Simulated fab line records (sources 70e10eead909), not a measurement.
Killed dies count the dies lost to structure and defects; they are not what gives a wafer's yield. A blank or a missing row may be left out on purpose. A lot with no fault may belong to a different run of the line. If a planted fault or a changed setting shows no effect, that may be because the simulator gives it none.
Matching of chambers | flow nand harc | NHARC_A_CHANNEL_FILL_D2_STRIP_28 on rie diel-06: 4 sister chambers
The step strips in O2, time 20 s. 8 wafers are shown with their chamber, then 10 later ones without.

## WAFERS WITH THEIR CHAMBER
wafer  | chamber | drypump motor current A (A) | oes product au (a.u.)
L074.6 | 2       | 5.3                         | 0.983
L079.2 | 1       | 5.5                         | 0.997
L080.6 | 0       | 5.2                         | 1.006
L081.2 | 3       | 6.1                         | 0.998
L081.5 | 0       | 5.1                         | 0.997
L081.6 | 1       | 5.5                         | 1.007
L083.2 | 2       | 5.3                         | 1.000
L083.3 | 3       | 6.1                         | 0.985

## WAFERS WITH NO CHAMBER GIVEN
wafer  | drypump motor current A (A) | oes product au (a.u.)
L083.4 | 5.1                         | 0.990
L085.2 | 5.3                         | 0.986
L085.3 | 5.1                         | 1.002
L085.6 | 5.5                         | 0.989
L088.1 | 5.3                         | 0.993
L088.4 | 6.1                         | 0.998
L088.5 | 5.1                         | 0.991
L093.3 | 5.5                         | 0.997
L093.5 | 5.3                         | 1.010
L093.6 | 5.5                         | 0.998

## WHICH CHAMBER EACH ONE RAN IN
wafer  | from the rows above | in truth
L083.4 | 0                   | 0
L085.2 | 2                   | 2
L085.3 | 0                   | 0
L085.6 | 1                   | 1
L088.1 | 2                   | 2
L088.4 | 3                   | 3
L088.5 | 0                   | 0
L093.3 | 1                   | 1
L093.5 | 2                   | 2
L093.6 | 1                   | 1
Correct placement for 10 of the 10. Left unplaced by these rows: 0. Wrongly placed: 0.
How it was worked out, from the rows above alone: a wafer's distance from a chamber is the root of the sum, over the readings, of the square of ((its reading less the chamber's mean) divided by the reading's scatter). The wafer belongs to the nearest chamber; if the next one is less than 2 further off, it can't be placed. A chamber's mean is the mean of its shown wafers. How the scatter is found: for the shown wafers, subtract from each reading the mean of its chamber, square and add these, divide the total by (wafers less chambers), then take the root.
